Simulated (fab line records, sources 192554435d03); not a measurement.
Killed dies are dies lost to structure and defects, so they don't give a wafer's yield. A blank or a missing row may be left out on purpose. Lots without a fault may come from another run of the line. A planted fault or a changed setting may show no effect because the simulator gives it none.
fab line records | flow n5_finfet
record lots=6 wafers=16 last_day=18
route steps=1938 shown PASSIVATION@1911
lots that met no fault: from a run of the same line without faults
start_h: hours from the record's first day to the start of the lot's first wafer shown | wait_h: hours since the lot's step before | " the same as in the row above | L1.1+2: a row that stands for several wafers | - no value, or no start given | * or withheld: withheld | < > ~ a bound
route shown NAME@n: a module of which the file shows steps, and the number in the route of the first | usual: mean/standard deviation of fault-free wafers | same: alike in all rows | chamber/n: place in a boat | sites: the reading at each site | _std_site: their standard deviation | _edge_site: outer sites' mean less inner sites' | radius_mm: how far each site lies from the wafer's centre | mask NAME#n: copy n | behind: the tool/chamber that last shaped the wafer | hold: why the lot was held/for how many hours/how that ended | device: the transistor (n, p or np) that didn't switch | end of line: the same wafers' tests at the end of the route | a step without rows: its recipe alone | killed: dies lost to structure and defects at the first sort, not the wafer's yield | map: a wafer's dies, x killed, . not, _ none there
set.NAME: the setting as run; set.NAME@STEP: as run at that earlier step | model.NAME: the simulator's own value behind a step, which no gauge read
lots at some steps of the route; a table a step, a row a wafer
services: from which hour (start_h, from the record's first day; less than 0 if before it) a tool's chamber was out of use, for how many hours, and why
## steps
# step N5_PASSIVATION_STRIP_34
# recipe chemistry=O2 power_w=600 temp_c=60 pressure_mtorr=30 rf_frequency_hz=6e+07 bias_power_w=0 overash_fraction=2 o2_flow_sccm=225
# usual drypump_motor_current_A=5.9/0.37 oes_product_au=0.82/0.072 rf_vpp_V=3.7/1.5 showerhead_plenum_p_Torr=2.11/0.096 throttle_valve_pct=16.63/0.25
# columns lot.wafer tool chamber start_h wait_h drypump_motor_current_A oes_product_au rf_hours_counter_h rf_vpp_V showerhead_plenum_p_Torr throttle_valve_pct
L981.1 rie_diel-06 2 266.46 0.1 6.3 0.90 34 3.7 2.06 16.48
L981.2 " 1 " " 5.4 0.85 69 2.3 2.21 16.52
L981.6 " 1 " " 5.3 0.84 - 2.8 2.21 16.52
L991.2 rie_diel-03 0 333.14 0.1 5.6 0.95 20 3.5 2.06 16.27
L991.4 " 3 " " 6.2 0.72 163 3.1 2.17 16.96
L991.5 " 3 " " 6.2 0.73 - 2.2 2.17 16.97
L994.3 rie_diel-06 0 369.76 0.1 5.8 0.74 166 4.9 2.01 16.64
L994.4 " 3 " " 6.4 0.82 80 3.8 2.04 16.55
L994.6 " 1 " " 5.3 0.80 - 8.4 2.20 16.54
L998.1 rie_diel-05 3 380.39 0.1 5.9 0.88 66 1.0 2.21 16.37
L998.4 " 0 " " 5.3 0.90 36 3.7 2.23 16.84
L100.1 rie_diel-03 0 407.39 0.1 5.6 0.87 44 2.5 2.05 16.31
L100.2 " 3 " " 6.1 0.70 187 3.2 2.17 17.08
L104.2 rie_diel-06 1 438.95 0.1 5.4 0.78 130 5.6 2.19 16.61
L104.3 " 2 " " 6.3 0.82 93 3.6 2.04 16.59
L104.5 " 2 " " 6.3 0.83 - 2.9 2.04 16.63
# step N5_PASSIVATION_STRIP_51
# recipe chemistry=post_etch_residue_remover time_s=1200 temp_c=72.5
# step N5_PASSIVATION_CLEAN_69
# recipe chemistry=IPA time_s=180 temp_c=25
# step N5_PASSIVATION_SRD_70
# recipe dry=ipa_marangoni time_s=30 temp_c=23 rinse_liquid=diw
# step N5_PASSIVATION_PECVD_53
# recipe material=SiO2 target_thk_a=8000 temp_c=400 precursor=TEOS/O2 pressure_torr=6.5 rf_w=withheld teos_flow_sccm=withheld gas=O2 flow_sccm=2650 time_s=169.4
# step N5_PASSIVATION_PECVD_35
# recipe material=SiNx target_thk_a=7000 temp_c=400 precursor=SiH4/NH3/N2 pressure_torr=4.9 rf_w=1406 time_s=151.3
# usual heater_power_w=390/91 rf_fwd_power_W=1400/4.9 showerhead_plenum_p_Torr=8.64/0.087 throttle_valve_pct=28.4/1
# columns lot.wafer tool chamber start_h wait_h heater_power_w rf_fwd_power_W showerhead_plenum_p_Torr throttle_valve_pct
L981.1 pecvd-04 1 267.10 0.1 507 1397 8.61 28.2
L981.2 " 2 " " 451 1395 8.74 26.9
L981.6 " 2 " " 488 1392 8.73 26.8
L991.2 pecvd-04 1 333.76 0.1 539 1396 8.57 28.3
L991.4 " 2 " " 447 1408 8.75 27.0
L991.5 " 1 " " 551 1404 8.60 28.1
L994.3 pecvd-03 0 370.37 0.1 310 1394 8.63 28.3
L994.4 " 2 " " 309 1398 8.52 26.3
L994.6 " 1 " " 419 1393 8.86 28.5
L998.1 pecvd-03 2 381.01 0.1 275 1399 8.50 26.6
L998.4 " 2 " " 306 1395 8.52 26.6
L100.1 pecvd-01 2 408.00 0.1 493 1398 8.65 28.5
L100.2 " 0 " " 413 1401 8.65 29.2
L104.2 pecvd-03 2 439.56 0.1 312 1399 8.52 26.7
L104.3 " 1 " " 375 1401 8.85 28.2
L104.5 " 1 " " 436 1396 8.84 28.2
# step N5_PASSIVATION_HMDS_37
# recipe time_s=60 temp_c=120
# step N5_PASSIVATION_COAT_38
# recipe spin_rpm=3000 resist_thk_nm=withheld
# step N5_PASSIVATION_EBR_40
# recipe solvent=PGMEA ebr_width_mm=1.5
# step N5_PASSIVATION_SOFTBAKE_39
# recipe temp_c=110 time_s=120
# step N5_PASSIVATION_EXPOSE_41
# recipe mask_id=PASS_OPEN na=0.55 defocus_nm=0 source_shape=conventional sigma_outer=0.8 polarization=unpolarized target_cd_nm=40000 dose_mj=57.25
# step N5_PASSIVATION_PEB_42
# recipe peb_temp_c=withheld peb_time_s=*
# step N5_PASSIVATION_DEVELOP_43
# recipe develop_time_s=60 rinse_liquid=diw dry=air_spin dev_temp_c=21
# columns lot.wafer tool chamber start_h wait_h
L981.1+2+6 litho_track-02 0 267.55 -
L991.2+4+5 litho_track-04 0 334.20 -
L994.3+4+6 litho_track-05 0 370.69 -
L998.1+4 litho_track-04 0 381.32 -
L100.1+2 litho_track-04 0 408.32 -
L104.2+3+5 litho_track-05 0 439.88 -
# step N5_PASSIVATION_HARDBAKE_45
# recipe temp_c=130 time_s=120
# step N5_PASSIVATION_CD_MEAS_44
# recipe target_cd_nm=40000 landing_energy_ev=500 detector=se_inlens
# usual cd_nm=39999/3
# columns lot.wafer tool chamber start_h wait_h cd_nm
L981.1 cd_sem-02 0 267.66 - 40001
L981.2 " 0 " " 40000
L981.6 " 0 " " 40002
L991.2 cd_sem-03 0 334.31 - 40000
L991.4 " 0 " " 39999
L991.5 " 0 " " 39999
L994.3 cd_sem-01 0 370.81 - 40000
L994.4 " 0 " " 40004
L994.6 " 0 " " 39997
L998.1 cd_sem-03 0 381.44 - 39983
L998.4 " 0 " " 40003
L100.1 cd_sem-01 0 408.43 - 39991
L100.2 " 0 " " 39988
L104.2 cd_sem-03 0 440.00 - 39997
L104.3 " 0 " " 39998
L104.5 " 0 " " 40000
# step N5_PASSIVATION_OVL_MEAS_66
# recipe points_per_wafer=44
# usual PASS_OPEN_OVL=-2/5.9
# same points_per_wafer=44
# columns lot.wafer tool chamber start_h wait_h PASS_OPEN_OVL[nm]
L981.1 overlay-01 0 267.69 0.0 -3
L981.2 " 0 " " -4
L981.6 " 0 " " -10
L991.2 overlay-02 0 334.34 0.0 -4
L991.4 " 0 " " -4
L991.5 " 0 " " 1
L994.3 overlay-01 0 370.84 0.0 0
L994.4 " 0 " " -1
L994.6 " 0 " " 4
L998.1 overlay-02 0 381.47 0.0 8
L998.4 " 0 " " 1
L100.1 overlay-01 0 408.46 0.0 1
L100.2 " 0 " " -7
L104.2 overlay-02 0 440.02 0.0 3
L104.3 " 0 " " 1
L104.5 " 0 " " 0
# step N5_PASSIVATION_PROBE_49
# usual defect_limited_yield=91.1/1.5 killed_at_M0_to_M3=35/9.5 killed_at_M4_up=13/5.2 killed_at_contacts=12/6.1 killed_at_front_end=41/14 killed_at_other=3.8/2.9 killed_dies=105/17 killed_open=70/13 killed_short=33/8.4 sort_bin_5_function=5.1/0.97 sort_bin_6_memory=3.4/0.69 sort_n_pass=1075/17 sort_yield_pct=91.1/1.5
# same gross_dies=1180 killed_at_back_side=0 sort_bin_4_leakage[%]=0 sort_bin_8_speed[%]=0
# columns lot.wafer tool chamber start_h wait_h defect_limited_yield[%] killed_at_M0_to_M3 killed_at_M4_up killed_at_contacts killed_at_front_end killed_at_other killed_dies killed_open killed_short sort_bin_5_function[%] sort_bin_6_memory[%] sort_n_pass sort_yield_pct[%]
L991.2 prober-02 - 337.69 0.1 92.2 22 5 10 54 1 92 67 25 5.6 1.9 1088 92.2
L991.4 prober-02 - 337.79 0.2 91.0 29 15 8 49 5 106 74 30 4.5 4.2 1074 91.0
L991.5 prober-02 - 337.84 0.2 90.2 23 10 7 74 2 116 85 29 6.4 3.1 1064 90.2
L998.1 prober-02 - 385.21 0.0 89.7 45 9 29 35 4 122 84 34 6.9 3.0 1058 89.7
# killed by level:class
L991.2 STI_FIN_REVEAL:geometric_particle:open=14 FIN_SAQP:geometric_particle:short=10 MOL_CONTACT_COAG:geometric_particle:open=10 FIN_SAQP:geometric_particle:open=8 DUMMY_GATE:geometric_particle:open=6 BEOL_M3:geometric_particle:open=6 BEOL_M0_SAQP:geometric_particle:short=5 BEOL_M2:geometric_particle:open=5
L991.4 STI_FIN_REVEAL:geometric_particle:open=12 FIN_SAQP:geometric_particle:open=11 FIN_SAQP:geometric_particle:short=9 MOL_CONTACT_COAG:geometric_particle:open=7 BEOL_M4:geometric_particle:open=7 BEOL_M1:geometric_particle:open=6 BEOL_M3:geometric_particle:open=5 BEOL_M0_SAQP:geometric_particle:short=4
L991.5 STI_FIN_REVEAL:geometric_particle:open=35 FIN_SAQP:geometric_particle:short=12 FIN_SAQP:geometric_particle:open=11 MOL_CONTACT_COAG:geometric_particle:open=7 STI_FIN_REVEAL:geometric_particle:short=6 BEOL_M2:geometric_particle:open=5 DUMMY_GATE:geometric_particle:open=4 BEOL_M0_SAQP:geometric_particle:short=4
L998.1 MOL_CONTACT_COAG:geometric_particle:open=25 BEOL_M0_SAQP:geometric_particle:short=12 FIN_SAQP:geometric_particle:short=8 BEOL_M1:geometric_particle:open=8 BEOL_M0_SAQP:geometric_particle:open=7 FIN_SAQP:geometric_particle:open=6 BEOL_M3:geometric_particle:open=6 BEOL_M2:geometric_particle:open=5
## services
# columns tool chamber start_h hours kind
pecvd-04 0 242.74 2.1 scheduled_down
pecvd-01 2 255.35 1.9 repair
rie_diel-03 0 255.88 1.4 repair
rie_diel-03 0 257.35 - clean
rie_diel-03 0 257.35 - consumable_replace:focus_ring
rie_diel-03 0 257.35 21.2 scheduled_down
rie_diel-03 0 257.35 21.2 vent_cycle
rie_diel-05 - 259.04 0.4 repair
litho_track-05 - 259.56 - consumable_replace:filter
rie_diel-03 2 267.03 4.8 repair
rie_diel-05 0 268.46 - clean
rie_diel-05 0 268.46 - consumable_replace:focus_ring
rie_diel-03 3 284.01 8.3 repair
pecvd-04 0 327.13 2.1 repair
rie_diel-06 0 342.72 16.7 repair
pecvd-04 2 394.54 4.2 repair
rie_diel-03 2 405.05 - clean
rie_diel-03 2 405.05 - consumable_replace:focus_ring
rie_diel-03 2 405.05 - consumable_replace:showerhead
rie_diel-03 2 405.05 19.4 scheduled_down
rie_diel-03 2 405.05 19.4 vent_cycle
pecvd-01 - 405.73 1.0 repair
pecvd-03 1 423.37 3.4 repair
rie_diel-05 0 427.29 10.2 repair
## key
first_sign step=N5_PASSIVATION_CD_MEAS_44 reading=cd_nm direction=down sigmas=3 usual=39999 struck=39987
effect none on later readings
met_at N5_PASSIVATION_DEVELOP_43
struck_wafers L998.1,L100.1,L100.2
onset_between 334.20 381.32
fault kind=process_parameter_drift tool=litho_track-04 chamber=- onset_h=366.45 steps=N5_PASSIVATION_DEVELOP_43 channel=develop_time_s offset=* shape=step end_h=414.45 scope=struck_wafers_only acts_in=* stated=*
